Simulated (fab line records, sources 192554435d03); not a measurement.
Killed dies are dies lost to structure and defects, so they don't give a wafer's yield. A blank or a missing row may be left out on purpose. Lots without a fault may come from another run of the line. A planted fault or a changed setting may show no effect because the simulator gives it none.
Which tool did it? | flow n5_finfet | 6 lots, 18 wafers sampled, at 1 step of a route of 1938

WHAT THE GAUGES READ, wafer by wafer
N5_BEOL_M7_OVL_MEAS_12.
lot  | measured     | on         | M7_OVL (nm)
L719 | day 10 00:19 | overlay-02 | 0.9 1.4 -0.1
L722 | day 10 15:30 | overlay-02 | -0.9 -0.1 -0.5
L725 | day 11 04:56 | overlay-01 | 0.8 -1.1 -0.1
L730 | day 12 19:50 | overlay-01 | 0.3 -0.6 0.9
L736 | day 13 23:07 | overlay-02 | -0.7 -0.1 0.5
L739 | day 15 06:58 | overlay-02 | -0.6 -0.3 -1.3

WHICH TOOL RAN EACH LOT (tool, then ch and the chambers of the sampled wafers, then the start)
The record holds no process step before these readings.

THE ANSWER, worked out from the rows above alone
Rule: what is usual is taken from the lots themselves. Put in order of their means at a reading, lots are off if they are a third of the lots or fewer, leave a main group of 4 or more, and stand apart from it by a gap of 3 or more times the standard deviation of the main group's means; of several such gaps the widest counts. A main group whose means are all the same, to the digits that the tables above print for the reading, isn't used. A lot without any number at a reading at which 4 lots or more have one is off too. The other lots that the step has rows for count as sound.
No lot is off at any reading shown: from this, nothing can be told.

WHAT THE SIMULATOR HAD PUT IN
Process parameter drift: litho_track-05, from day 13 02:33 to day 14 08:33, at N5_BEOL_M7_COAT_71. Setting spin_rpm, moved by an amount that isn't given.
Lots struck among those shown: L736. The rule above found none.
